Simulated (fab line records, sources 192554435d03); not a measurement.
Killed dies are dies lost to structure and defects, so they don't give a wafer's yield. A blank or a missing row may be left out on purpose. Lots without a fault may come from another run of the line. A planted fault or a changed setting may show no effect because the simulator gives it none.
Which tool did it? | flow n5_finfet | 21 lots, 63 wafers sampled, at 2 steps of a route of 1938

WHAT THE GAUGES READ, wafer by wafer
N5_BEOL_M6_CD_MEAS_11: target cd 38.5 nm. Usual: cd_nm 38.6 nm, standard deviation 0.39.
lot  | measured     | on        | cd_nm (nm)     | flag
L074 | day 8 03:45  | cd_sem-03 | 38.6 38.2 38.5 |
L075 | day 8 18:34  | cd_sem-02 | 38.3 38.5 38.7 |
L076 | day 9 04:19  | cd_sem-01 | 39.3 39.2 39.1 |
L077 | day 9 04:31  | cd_sem-01 | 38.6 38.8 38.4 |
L078 | day 9 20:21  | cd_sem-03 | 38.4 38.0 39.0 |
L079 | day 9 23:41  | cd_sem-01 | 39.2 39.2 39.6 |
L081 | day 10 03:31 | cd_sem-01 | 39.1 38.4 39.4 |
L082 | day 11 00:07 | cd_sem-02 | 38.5 38.4 38.5 |
L083 | day 11 01:55 | cd_sem-01 | 38.1 38.1 37.5 |
L084 | day 11 05:05 | cd_sem-01 | 38.6 38.6 38.4 |
L085 | day 11 05:19 | cd_sem-03 | 39.2 38.6 38.8 |
L086 | day 11 09:07 | cd_sem-02 | 39.4 38.4 38.8 |
L087 | day 11 10:01 | cd_sem-03 | 38.8 38.7 38.9 |
L088 | day 12 04:49 | cd_sem-03 | 38.4 38.4 38.6 |
L089 | day 12 08:22 | cd_sem-01 | 38.6 38.8 39.0 |
L090 | day 12 12:47 | cd_sem-01 | 38.9 38.1 37.9 |
L092 | day 13 14:09 | cd_sem-02 | 38.8 38.7 38.4 |
L095 | day 13 21:01 | cd_sem-01 | 39.0 39.5 39.1 |
L093 | day 14 02:01 | cd_sem-02 | 38.9 39.0 38.6 |
L094 | day 14 04:55 | cd_sem-03 | 38.9 38.9 38.7 |
L096 | day 14 16:13 | cd_sem-03 | 38.8 38.2 38.7 |

N5_BEOL_M6_OVL_MEAS_12. Usual: M6_OVL -0.4 nm, standard deviation 0.7.
lot  | measured     | on         | M6_OVL (nm)    | flag
L074 | day 8 03:47  | overlay-02 | 0.0 1.0 -0.2   |
L075 | day 8 18:35  | overlay-01 | 1.0 0.8 2.0    |
L076 | day 9 04:21  | overlay-02 | -0.7 -0.8 -1.1 |
L077 | day 9 04:33  | overlay-02 | -2.1 -1.3 -1.7 |
L078 | day 9 20:23  | overlay-01 | -0.9 0.0 -0.6  |
L079 | day 9 23:43  | overlay-02 | -1.1 -0.7 -0.5 |
L081 | day 10 03:32 | overlay-02 | -1.1 -1.5 -1.4 |
L082 | day 11 00:09 | overlay-02 | 0.3 -1.1 -0.1  |
L083 | day 11 01:56 | overlay-02 | -0.1 -0.6 0.1  |
L084 | day 11 05:07 | overlay-01 | -1.0 -1.2 -0.4 |
L085 | day 11 05:20 | overlay-02 | -0.2 0.1 0.3   |
L086 | day 11 09:08 | overlay-02 | 0.1 -0.2 0.2   |
L087 | day 11 10:02 | overlay-01 | 0.2 0.0 0.8    |
L088 | day 12 04:51 | overlay-01 | -0.7 0.1 0.5   |
L089 | day 12 08:24 | overlay-02 | -0.4 -1.2 0.1  |
L090 | day 12 12:49 | overlay-02 | -0.2 0.0 -0.8  |
L092 | day 13 14:11 | overlay-01 | -0.8 -1.7 -2.0 |
L095 | day 13 21:02 | overlay-02 | -1.0 -0.8 -0.4 |
L093 | day 14 02:03 | overlay-01 | -0.9 0.0 -0.5  |
L094 | day 14 04:56 | overlay-02 | 0.3 -0.3 0.4   |
L096 | day 14 16:14 | overlay-01 | -0.9 -0.6 -1.5 |

WHICH TOOL RAN EACH LOT (tool, then ch and the chambers of the sampled wafers, then the start)
The record holds no process step before these readings.

WHAT THE TOOLS THEMSELVES READ (means of the sampled wafers that have a number; where no wafer has one, the mark that the record gives instead)
The record holds no such reading with a usual standard deviation.

THE ANSWER, worked out from the rows above alone
Rule: a lot is off if the mean of its wafers that have a number lies more than 3 standard deviations from the usual mean. A lot without any number at a reading at which 4 lots or more have one is off too. The other lots that the step has rows for count as sound. The gauges are gone through in route order, then the tools' own readings, and for those a lot's mean is taken as printed above. The first step at which some lot is off is used, and at that step the reading that is off furthest; a lot without a number counts as furthest.
No lot is off at any reading shown: from this, nothing can be told.

WHAT THE SIMULATOR HAD PUT IN
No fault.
